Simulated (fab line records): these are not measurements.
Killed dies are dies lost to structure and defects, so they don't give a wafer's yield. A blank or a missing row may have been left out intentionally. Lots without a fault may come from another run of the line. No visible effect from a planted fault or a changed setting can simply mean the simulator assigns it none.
2 desks, one fault | flow nandHarc | each desk has only its own numbers; what lay behind them comes last

## FOR THE TOOL OWNER'S DESK: rieDiel-07
The tool's own readings at NHARC_A_CHANNEL_FILL_D1_ETCHBACK_08 (etches the open film in C4F8, target depth 220 nm, time 110 s): means of the sampled wafers that have a number, for each lot that ran on this tool. A lot is out of limits, marked OUT, if its mean lies more than 4 standard deviations from the usual mean; the brackets give that distance.
Columns: A = chamberPressureMTorr at NHARC_A_CHANNEL_FILL_D1_ETCHBACK_08, usual 25.000 mTorr; B = oesProductAu at NHARC_A_CHANNEL_FILL_D1_ETCHBACK_08, usual 0.96 a.u.; C = rfVppV at NHARC_A_CHANNEL_FILL_D1_ETCHBACK_08, usual 439.1 V; D = runLengthS at NHARC_A_CHANNEL_FILL_D1_ETCHBACK_08, usual 131.4 s
lot  | first seen here | A      | B    | C     | D
L727 | day 10 08:18    | 24.997 | 0.94 | 438.3 | 131.4
L733 | day 12 21:50    | 25.006 | 0.93 | 437.8 | 131.6
L736 | day 14 09:32    | 25.001 | 1.00 | 437.2 | 131.2
L737 | day 15 00:46    | 25.029 | 1.00 | 438.1 | 131.4
L747 | day 19 01:32    | 25.015 | 0.92 | 438.0 | 194.7 (+99 or more) OUT
L748 | day 19 10:59    | 24.997 | 0.93 | 438.7 | 194.7 (+99 or more) OUT
This desk's finding: out of limits on L747, L748; first on L747, day 19 01:32 (runLengthS at NHARC_A_CHANNEL_FILL_D1_ETCHBACK_08). L727, L733, L736, L737: within limits.

## THE DEFECT DESK
For each lot, the counts of the inspections along the route, averaged over the sampled wafers that have a number. A lot is out of limits, marked OUT, if its mean lies more than 4 standard deviations from the usual mean; the brackets give that distance.
Columns: A = rawDefectCount at NHARC_A_CHANNEL_HOLE_D1_INSPECT_40, usual 70
lot  | first seen here | A
L727 | day 8 14:37     | 91
L728 | day 9 00:43     | 32
L729 | day 9 17:52     | 46
L733 | day 11 05:22    | 97
L734 | day 11 19:35    | 90
L735 | day 12 06:47    | 64
L736 | day 12 13:23    | 41
L737 | day 13 04:13    | 42
L738 | day 13 06:13    | 114
L744 | day 15 19:59    | 128
L747 | day 17 07:26    | 59
L748 | day 17 16:59    | 43
L750 | day 18 14:46    | 52
This desk found nothing out of limits on any of the 13 lots.

## ALL TOGETHER
At day 19 01:32, on L747, L748, the tool owner's desk was in a position to raise an alarm.
Nothing out of limits was seen by the defect desk.
The defect desk has L747, L748 on record, within its limits.
On rieDiel-07, each named lot ran NHARC_A_CHANNEL_FILL_D1_ETCHBACK_08.

## WHAT WAS PUT IN BY THE SIMULATOR
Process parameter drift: rieDiel-07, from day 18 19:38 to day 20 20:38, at NHARC_A_CHANNEL_FILL_D1_ETCHBACK_08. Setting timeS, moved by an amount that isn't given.
Shown lots that were struck: L747, L748.
Time in hours from fault onset to the first out-of-limits reading at each desk: the tool owner's desk, 6.
